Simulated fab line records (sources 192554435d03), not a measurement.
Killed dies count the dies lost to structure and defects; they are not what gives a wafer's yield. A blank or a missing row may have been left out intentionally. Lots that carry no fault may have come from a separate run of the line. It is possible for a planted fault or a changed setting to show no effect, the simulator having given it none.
Split-lot study + flow n5_finfet + 21 wafers read across 7 lots, on a route 1938 steps long

THE SPLIT ITSELF
At N5_BEOL_M3_COAT_05 (resist thk 30 nm), the setting spin_rpm was moved away from the recipe's 1500 rpm on 10 of the 21 wafers read, by -8.3% to +5.9%. For the rest of the wafers, this setting stayed at what the recipe calls for.

FROM THE SPLIT TO THE READING: what the file shows between them, 4 steps
- N5_BEOL_M3_EBR_07
- N5_BEOL_M3_SOFTBAKE_06: time 60 s
- N5_BEOL_M3_DESCUM_16: chemistry O2, time 7 s
- N5_BEOL_M3_ETCH_74: etches underlayer in N2/H2, target depth 6.5 nm, time 5.2 s

THE READING
CAR-EUV_of_BEOL_M3_COAT_05.thk_nm (the simulator's own value, which no gauge read), in nm, at N5_BEOL_M3_ETCH_63 (etches SiARC in CF4, target depth 15.6 nm, time 26 s). The file does not state a usual value for it. Across the 11 wafers here that went through the recipe, the average is 11.1 nm and the standard deviation 0.13 nm.

| wafer  | tool, chamber at the split | spin_rpm as run, rpm | against the recipe | CAR-EUV_of_BEOL_M3_COAT_05.thk_nm, nm | against lot-mates on the recipe |
|--------|----------------------------|----------------------|--------------------|---------------------------------------|---------------------------------|
| L076.1 | litho_track-05, 0          | 1500                 | recipe             | 11.2                                  | -                               |
| L076.3 | litho_track-05, 0          | 1588                 | +5.9%              | 10.4                                  | -0.7                            |
| L076.6 | litho_track-05, 0          | 1500                 | recipe             | 11                                    | -                               |
| L077.3 | litho_track-05, 0          | 1555                 | +3.7%              | 10.6                                  | -0.6                            |
| L077.6 | litho_track-05, 0          | 1555                 | +3.7%              | 10.6                                  | -0.6                            |
| L077.4 | litho_track-05, 0          | 1500                 | recipe             | 11.2                                  | -                               |
| L078.2 | litho_track-01, 0          | 1500                 | recipe             | 11.2                                  | -                               |
| L078.4 | litho_track-01, 0          | 1500                 | recipe             | 11.2                                  | -                               |
| L078.5 | litho_track-01, 0          | 1500                 | recipe             | 11.2                                  | -                               |
| L081.3 | litho_track-05, 0          | 1544                 | +2.9%              | 10.6                                  | no lot-mate on the recipe       |
| L081.4 | litho_track-05, 0          | 1544                 | +2.9%              | 10.6                                  | no lot-mate on the recipe       |
| L081.6 | litho_track-05, 0          | 1544                 | +2.9%              | 10.6                                  | no lot-mate on the recipe       |
| L091.2 | litho_track-03, 0          | 1543                 | +2.9%              | 10.6                                  | -0.5                            |
| L091.3 | litho_track-03, 0          | 1500                 | recipe             | 11                                    | -                               |
| L091.6 | litho_track-03, 0          | 1500                 | recipe             | 11.2                                  | -                               |
| L093.2 | litho_track-03, 0          | 1500                 | recipe             | 11                                    | -                               |
| L093.4 | litho_track-03, 0          | 1500                 | recipe             | 11.2                                  | -                               |
| L093.5 | litho_track-03, 0          | 1378                 | -8.1%              | 12.6                                  | +1.5                            |
| L095.3 | litho_track-03, 0          | 1375                 | -8.3%              | 12.4                                  | +1.6                            |
| L095.4 | litho_track-03, 0          | 1375                 | -8.3%              | 12.4                                  | +1.6                            |
| L095.5 | litho_track-03, 0          | 1500                 | recipe             | 10.8                                  | -                               |

THE FIT
A straight line over all 21 wafers: CAR-EUV_of_BEOL_M3_COAT_05.thk_nm changes by -0.158 nm for each +1% of spin_rpm; r = -0.98; the points scatter about the line by 0.12 nm.
The same after taking each lot's own level away (the mean of its wafers on the recipe; 18 wafers): -0.176 nm for each +1%; r = -0.99; scatter 0.11 nm.
Per that fit: largest spin_rpm move, reading shift of 1.5 nm.
The span of the lots' own levels, 10.80 to 11.20 nm, comes to 3.1 times the standard deviation stated above.
So the lot-to-lot level changes the slope: the two fits differ.
Check: with one of the wafers moved furthest among these (-8.3%) left out of the fit, the line predicts +1.48 nm for it against its lot-mates. It came out at +1.6 nm against them.

THESE WAFERS: OTHER SPLITS
Other splits were also applied to these wafers ahead of the reading. Each is held against what the fit with the lots' levels taken away leaves over:
| other split on the same wafers | wafers away from the commonest value | r with CAR-EUV_of_BEOL_M3_COAT_05.thk_nm (lot level and that fit taken away) |
|--------------------------------|--------------------------------------|------------------------------------------------------------------------------|
| N5_BEOL_M1_EXPOSE_25 dose_mj   | 6                                    | -0.16                                                                        |
| N5_BEOL_M1_ETCH_70 bias_w      | 7                                    | +0.20                                                                        |
| N5_BEOL_M2_COAT_67 spin_rpm    | 7                                    | -0.10                                                                        |
| N5_BEOL_M2_COAT_22 spin_rpm    | 8                                    | -0.17                                                                        |

THE WHOLE CHAIN: every reading that the file lists as answering this split, in the file's order
| step                 | what it does                                         | reading                                                                            | change (the file's fit)               | r (the file's) |
|----------------------|------------------------------------------------------|------------------------------------------------------------------------------------|---------------------------------------|----------------|
| N5_BEOL_M3_COAT_05   | resist thk 30 nm                                     | CAR-EUV_of_BEOL_M3_COAT_05.thk_nm (the simulator's own value, which no gauge read) | -0.163 nm for each +1% of the setting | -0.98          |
| N5_BEOL_M3_DESCUM_16 | chemistry O2, time 7 s                               | CAR-EUV_of_BEOL_M3_COAT_05.thk_nm (the simulator's own value, which no gauge read) | -0.178 nm for each +1% of the setting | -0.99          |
| N5_BEOL_M3_ETCH_63   | etches SiARC in CF4, target depth 15.6 nm, time 26 s | CAR-EUV_of_BEOL_M3_COAT_05.thk_nm (the simulator's own value, which no gauge read) | -0.174 nm for each +1% of the setting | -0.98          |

THE FILE'S OWN FIT
CAR-EUV_of_BEOL_M3_COAT_05.thk_nm changes by -0.174 nm for each +1% of spin_rpm, r = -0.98.
